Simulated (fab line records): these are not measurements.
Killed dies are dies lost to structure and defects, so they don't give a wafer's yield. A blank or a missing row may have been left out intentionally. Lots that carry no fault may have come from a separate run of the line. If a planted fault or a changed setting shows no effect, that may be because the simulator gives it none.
Split-lot trial :: flow n5 finfet :: route with 1938 steps; 7 lots, 39 wafers read

== ON THE SPLIT ==
At N5_HKMG_FIN_ALD_71 (deposits TiN, target thk 1 nm, pulse time 1 s, purge time 3 s), the setting ald cycles was moved away from the recipe's 47 on 18 of the 39 wafers read, by -53.2% to +36.2%. For the rest of the wafers, this setting stayed at what the recipe calls for.

The reading comes from the split's own step.

== THE READING ==
TiN_of_HKMG_FIN_ALD_71.thk nm (the simulator's own value, which no gauge read), in nm, at N5_HKMG_FIN_ALD_71 (deposits TiN, target thk 1 nm, pulse time 1 s, purge time 3 s). The file gives no usual value for it.

wafer: L075.1
tool, chamber at the split: ald metal-02, 0,1,2
ald cycles as run: 64
against the recipe: +36.2%
TiN_of_HKMG_FIN_ALD_71.thk nm, nm: 1.4
against lot-mates on the recipe: +0.4

wafer: L075.4
tool, chamber at the split: ald metal-02, 0,1,2
ald cycles as run: 64
against the recipe: +36.2%
TiN_of_HKMG_FIN_ALD_71.thk nm, nm: 1.4
against lot-mates on the recipe: +0.4

wafer: L075.5
tool, chamber at the split: ald metal-02, 0,1,2
ald cycles as run: 64
against the recipe: +36.2%
TiN_of_HKMG_FIN_ALD_71.thk nm, nm: 1.4
against lot-mates on the recipe: +0.4

wafer: L075.2
tool, chamber at the split: ald metal-02, 2,3,3
ald cycles as run: 47
against the recipe: recipe
TiN_of_HKMG_FIN_ALD_71.thk nm, nm: 1
against lot-mates on the recipe: -

wafer: L075.3
tool, chamber at the split: ald metal-02, 2,3,3
ald cycles as run: 47
against the recipe: recipe
TiN_of_HKMG_FIN_ALD_71.thk nm, nm: 1
against lot-mates on the recipe: -

wafer: L075.6
tool, chamber at the split: ald metal-02, 2,3,3
ald cycles as run: 47
against the recipe: recipe
TiN_of_HKMG_FIN_ALD_71.thk nm, nm: 1
against lot-mates on the recipe: -

wafer: L076.2
tool, chamber at the split: ald metal-01, 2,0,1
ald cycles as run: 47
against the recipe: recipe
TiN_of_HKMG_FIN_ALD_71.thk nm, nm: 1
against lot-mates on the recipe: -

wafer: L076.4
tool, chamber at the split: ald metal-01, 2,0,1
ald cycles as run: 47
against the recipe: recipe
TiN_of_HKMG_FIN_ALD_71.thk nm, nm: 1
against lot-mates on the recipe: -

wafer: L076.5
tool, chamber at the split: ald metal-01, 2,0,1
ald cycles as run: 47
against the recipe: recipe
TiN_of_HKMG_FIN_ALD_71.thk nm, nm: 1
against lot-mates on the recipe: -

wafer: L085.1
tool, chamber at the split: ald metal-03, 2,0,3
ald cycles as run: 34
against the recipe: -27.7%
TiN_of_HKMG_FIN_ALD_71.thk nm, nm: 0.8
against lot-mates on the recipe: -0.2

wafer: L085.2
tool, chamber at the split: ald metal-03, 2,0,3
ald cycles as run: 34
against the recipe: -27.7%
TiN_of_HKMG_FIN_ALD_71.thk nm, nm: 0.8
against lot-mates on the recipe: -0.2

wafer: L085.3
tool, chamber at the split: ald metal-03, 2,0,3
ald cycles as run: 34
against the recipe: -27.7%
TiN_of_HKMG_FIN_ALD_71.thk nm, nm: 0.8
against lot-mates on the recipe: -0.2

wafer: L085.4
tool, chamber at the split: ald metal-03, 2,3,0
ald cycles as run: 47
against the recipe: recipe
TiN_of_HKMG_FIN_ALD_71.thk nm, nm: 1
against lot-mates on the recipe: -

wafer: L085.5
tool, chamber at the split: ald metal-03, 2,3,0
ald cycles as run: 47
against the recipe: recipe
TiN_of_HKMG_FIN_ALD_71.thk nm, nm: 1
against lot-mates on the recipe: -

wafer: L085.6
tool, chamber at the split: ald metal-03, 2,3,0
ald cycles as run: 47
against the recipe: recipe
TiN_of_HKMG_FIN_ALD_71.thk nm, nm: 1
against lot-mates on the recipe: -

wafer: L086.1
tool, chamber at the split: ald metal-03, 2,3,3
ald cycles as run: 47
against the recipe: recipe
TiN_of_HKMG_FIN_ALD_71.thk nm, nm: 1
against lot-mates on the recipe: -

wafer: L086.4
tool, chamber at the split: ald metal-03, 2,3,3
ald cycles as run: 47
against the recipe: recipe
TiN_of_HKMG_FIN_ALD_71.thk nm, nm: 1
against lot-mates on the recipe: -

wafer: L086.6
tool, chamber at the split: ald metal-03, 2,3,3
ald cycles as run: 47
against the recipe: recipe
TiN_of_HKMG_FIN_ALD_71.thk nm, nm: 1
against lot-mates on the recipe: -

wafer: L086.2
tool, chamber at the split: ald metal-03, 0,1,0
ald cycles as run: 38
against the recipe: -19.1%
TiN_of_HKMG_FIN_ALD_71.thk nm, nm: 0.8
against lot-mates on the recipe: -0.2

wafer: L086.3
tool, chamber at the split: ald metal-03, 0,1,0
ald cycles as run: 38
against the recipe: -19.1%
TiN_of_HKMG_FIN_ALD_71.thk nm, nm: 0.8
against lot-mates on the recipe: -0.2

wafer: L086.5
tool, chamber at the split: ald metal-03, 0,1,0
ald cycles as run: 38
against the recipe: -19.1%
TiN_of_HKMG_FIN_ALD_71.thk nm, nm: 0.8
against lot-mates on the recipe: -0.2

wafer: L087.1
tool, chamber at the split: ald metal-01, 2,1,0
ald cycles as run: 37
against the recipe: -21.3%
TiN_of_HKMG_FIN_ALD_71.thk nm, nm: 0.8
against lot-mates on the recipe: -0.2

wafer: L087.5
tool, chamber at the split: ald metal-01, 2,1,0
ald cycles as run: 37
against the recipe: -21.3%
TiN_of_HKMG_FIN_ALD_71.thk nm, nm: 0.8
against lot-mates on the recipe: -0.2

wafer: L087.6
tool, chamber at the split: ald metal-01, 2,1,0
ald cycles as run: 37
against the recipe: -21.3%
TiN_of_HKMG_FIN_ALD_71.thk nm, nm: 0.8
against lot-mates on the recipe: -0.2

wafer: L087.2
tool, chamber at the split: ald metal-01, 1,0,3
ald cycles as run: 47
against the recipe: recipe
TiN_of_HKMG_FIN_ALD_71.thk nm, nm: 1
against lot-mates on the recipe: -

wafer: L087.3
tool, chamber at the split: ald metal-01, 1,0,3
ald cycles as run: 47
against the recipe: recipe
TiN_of_HKMG_FIN_ALD_71.thk nm, nm: 1
against lot-mates on the recipe: -

wafer: L087.4
tool, chamber at the split: ald metal-01, 1,0,3
ald cycles as run: 47
against the recipe: recipe
TiN_of_HKMG_FIN_ALD_71.thk nm, nm: 1
against lot-mates on the recipe: -

wafer: L091.1
tool, chamber at the split: ald metal-03, 0
ald cycles as run: 23
against the recipe: -51.1%
TiN_of_HKMG_FIN_ALD_71.thk nm, nm: 0.4
against lot-mates on the recipe: -0.6

wafer: L091.2
tool, chamber at the split: ald metal-03, 2,3
ald cycles as run: 23
against the recipe: -51.1%
TiN_of_HKMG_FIN_ALD_71.thk nm, nm: 0.6
against lot-mates on the recipe: -0.4

wafer: L091.6
tool, chamber at the split: ald metal-03, 2,3
ald cycles as run: 23
against the recipe: -51.1%
TiN_of_HKMG_FIN_ALD_71.thk nm, nm: 0.6
against lot-mates on the recipe: -0.4

wafer: L091.3
tool, chamber at the split: ald metal-03, 1,3,0
ald cycles as run: 47
against the recipe: recipe
TiN_of_HKMG_FIN_ALD_71.thk nm, nm: 1
against lot-mates on the recipe: -

wafer: L091.4
tool, chamber at the split: ald metal-03, 1,3,0
ald cycles as run: 47
against the recipe: recipe
TiN_of_HKMG_FIN_ALD_71.thk nm, nm: 1
against lot-mates on the recipe: -

wafer: L091.5
tool, chamber at the split: ald metal-03, 1,3,0
ald cycles as run: 47
against the recipe: recipe
TiN_of_HKMG_FIN_ALD_71.thk nm, nm: 1
against lot-mates on the recipe: -

wafer: L095.1
tool, chamber at the split: ald metal-01, 3,2,1
ald cycles as run: 47
against the recipe: recipe
TiN_of_HKMG_FIN_ALD_71.thk nm, nm: 1
against lot-mates on the recipe: -

wafer: L095.2
tool, chamber at the split: ald metal-01, 3,2,1
ald cycles as run: 47
against the recipe: recipe
TiN_of_HKMG_FIN_ALD_71.thk nm, nm: 1
against lot-mates on the recipe: -

wafer: L095.4
tool, chamber at the split: ald metal-01, 3,2,1
ald cycles as run: 47
against the recipe: recipe
TiN_of_HKMG_FIN_ALD_71.thk nm, nm: 1
against lot-mates on the recipe: -

wafer: L095.3
tool, chamber at the split: ald metal-01, 0,2,1
ald cycles as run: 22
against the recipe: -53.2%
TiN_of_HKMG_FIN_ALD_71.thk nm, nm: 0.4
against lot-mates on the recipe: -0.6

wafer: L095.5
tool, chamber at the split: ald metal-01, 0,2,1
ald cycles as run: 22
against the recipe: -53.2%
TiN_of_HKMG_FIN_ALD_71.thk nm, nm: 0.4
against lot-mates on the recipe: -0.6

wafer: L095.6
tool, chamber at the split: ald metal-01, 0,2,1
ald cycles as run: 22
against the recipe: -53.2%
TiN_of_HKMG_FIN_ALD_71.thk nm, nm: 0.4
against lot-mates on the recipe: -0.6
When a row names more than one chamber, that row covers several wafers, and the file does not tell which wafer ran in which chamber.

FIT RESULTS
A straight line over all 39 wafers: TiN_of_HKMG_FIN_ALD_71.thk nm changes by +0.0102 nm for each +1% of ald cycles; r = +0.99; the points scatter about the line by 0.042 nm.
The same after taking each lot's own level away (the mean of its wafers on the recipe; 39 wafers): +0.0102 nm for each +1%; r = +0.99; scatter 0.042 nm.
Per that fit: largest ald cycles move, reading shift of 0.54 nm.
The lots' own levels span 1.00 to 1.00 nm.
So the lot-to-lot level changes the slope little: the two slopes agree.
Check: for one of the wafers moved furthest among these (-53.2%), held out of the fit, the line's prediction against its lot-mates is -0.526 nm. It came out at -0.6 nm against them.

== THESE WAFERS: OTHER SPLITS ==
Before the reading, these wafers also passed through other splits. Each is held against what the fit with the lots' levels taken away leaves over:
other split on the same wafers: N5_FIN_SAQP_HM_DEP_03 time s
wafers away from the commonest value: 15
r with TiN_of_HKMG_FIN_ALD_71.thk nm (lot level and that fit taken away): -0.05

other split on the same wafers: N5_DUMMY_GATE_ETCH_32 time s
wafers away from the commonest value: 9
r with TiN_of_HKMG_FIN_ALD_71.thk nm (lot level and that fit taken away): -0.14

== THE FILE'S OWN FIT ==
TiN_of_HKMG_FIN_ALD_71.thk nm changes by +0.0101 nm for each +1% of ald cycles, r = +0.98.
